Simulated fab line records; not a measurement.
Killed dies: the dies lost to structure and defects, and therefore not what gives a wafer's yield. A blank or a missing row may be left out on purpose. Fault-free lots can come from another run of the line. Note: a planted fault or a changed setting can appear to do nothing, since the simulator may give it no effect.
Matching of chambers ; flow nand harc ; 4 sister chambers for NHARC_A_BONDPAD_ETCH_34 on rie diel-02
The step etches the open film in N2/H2, target depth 60 nm, overetch 18 nm, time 65.91 s. 14 wafers are shown with their chamber, then 7 later ones without.

WAFERS WITH THEIR CHAMBER
wafer;chamber;showerhead plenum p Torr (Torr);drypump motor current A (A);rf vpp V (V)
L085.2;3;2.00;5.8;430
L085.3;0;1.96;4.8;430
L085.6;0;1.96;4.8;429
L087.1;1;2.11;5.8;433
L087.2;3;2.00;5.8;428
L087.5;2;1.90;6.3;427
L088.1;0;1.95;4.8;429
L088.2;1;2.11;5.8;432
L088.4;3;2.00;5.8;430
L089.3;0;1.95;4.8;429
L089.4;3;2.00;5.9;429
L089.5;3;2.00;5.8;430
L090.2;2;1.90;6.3;425
L090.3;3;2.00;5.8;429

SIGNATURES (averages over the wafers above)
reading;chamber 0;chamber 1;chamber 2;chamber 3;scatter within a chamber
showerhead plenum p Torr;1.9550;2.1100;1.9000;2.0000;0.00316
drypump motor current A;4.800;5.800;6.300;5.817;0.0289
rf vpp V;429.25;432.50;426.00;429.33;0.811
Rule: distance of a wafer from a chamber = root of the sum over the readings of ((wafer's reading minus chamber's mean) / reading's scatter) squared. The wafer belongs to the nearest chamber; if the next one is less than 2 further off, it can't be placed. The scatter: take each reading less its chamber's mean, square it, sum over the shown wafers, divide by the number of wafers less the number of chambers, and take the root.

WAFERS WITHOUT THEIR CHAMBER
wafer;showerhead plenum p Torr (Torr);drypump motor current A (A);rf vpp V (V)
L090.5;2.00;5.8;430
L091.3;2.00;5.8;430
L091.5;1.90;6.3;427
L091.6;2.00;5.8;429
L096.1;2.10;5.8;433
L096.3;1.99;5.9;430
L096.5;1.90;6.3;426

WHICH CHAMBER EACH WENT THROUGH
wafer;from the rows above;in truth
L090.5;3;3
L091.3;3;3
L091.5;2;2
L091.6;3;3
L096.1;1;1
L096.3;3;3
L096.5;2;2
Placed correctly: 7 of 7. Can't be placed from these rows: 0. Placed wrongly: 0.
